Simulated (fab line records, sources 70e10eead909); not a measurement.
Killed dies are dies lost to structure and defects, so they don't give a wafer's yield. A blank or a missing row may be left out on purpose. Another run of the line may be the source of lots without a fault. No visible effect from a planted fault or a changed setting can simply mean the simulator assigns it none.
Chamber matching + flow nand harc + 4 sister chambers for NHARC_A_STAIRCASE_TRIM_187 on rie diel-01
The step chemistry O2, time 211.2 s. 8 wafers are shown with their chamber, then 9 later ones without.

== EACH WAFER AND ITS CHAMBER ==
| wafer  | chamber | showerhead plenum p Torr (Torr) | oes product au (a.u.) |
|--------|---------|---------------------------------|-----------------------|
| L082.1 | 1       | 3.34                            | 1.002                 |
| L082.6 | 2       | 3.28                            | 1.007                 |
| L083.1 | 3       | 3.77                            | 1.015                 |
| L083.3 | 2       | 3.28                            | 1.009                 |
| L083.5 | 0       | 3.55                            | 1.004                 |
| L083.2 | 1       | 3.33                            | 0.996                 |
| L083.4 | 0       | 3.55                            | 0.992                 |
| L083.6 | 3       | 3.77                            | 1.005                 |

== WAFERS WITHOUT THEIR CHAMBER ==
| wafer  | showerhead plenum p Torr (Torr) | oes product au (a.u.) |
|--------|---------------------------------|-----------------------|
| L085.1 | 3.33                            | 1.014                 |
| L085.2 | 3.55                            | 1.000                 |
| L085.3 | 3.28                            | 1.014                 |
| L089.1 | 3.27                            | 1.014                 |
| L089.3 | 3.76                            | 1.017                 |
| L089.6 | 3.27                            | 1.018                 |
| L094.1 | 3.75                            | 1.021                 |
| L094.2 | 3.54                            | 0.997                 |
| L094.4 | 3.32                            | 1.013                 |

== THE CHAMBER EACH PASSED THROUGH ==
| wafer  | from the rows above | in truth |
|--------|---------------------|----------|
| L085.1 | 1                   | 1        |
| L085.2 | 0                   | 0        |
| L085.3 | 2                   | 2        |
| L089.1 | 2                   | 2        |
| L089.3 | 3                   | 3        |
| L089.6 | 2                   | 2        |
| L094.1 | 3                   | 3        |
| L094.2 | 0                   | 0        |
| L094.4 | 1                   | 1        |
9 of 9 placed correctly. Not placeable from these rows: 0. Wrongly placed: 0.
How it was worked out, from the rows above alone: a wafer's distance from a chamber is the root of the sum, over the readings, of the square of ((its reading less the chamber's mean) divided by the reading's scatter). The wafer belongs to the nearest chamber; if the next one is less than 2 further off, it can't be placed. The mean given for a chamber averages the wafers shown for that chamber. How the scatter is found: for the shown wafers, subtract from each reading the mean of its chamber, square and add these, divide the total by (wafers less chambers), then take the root.
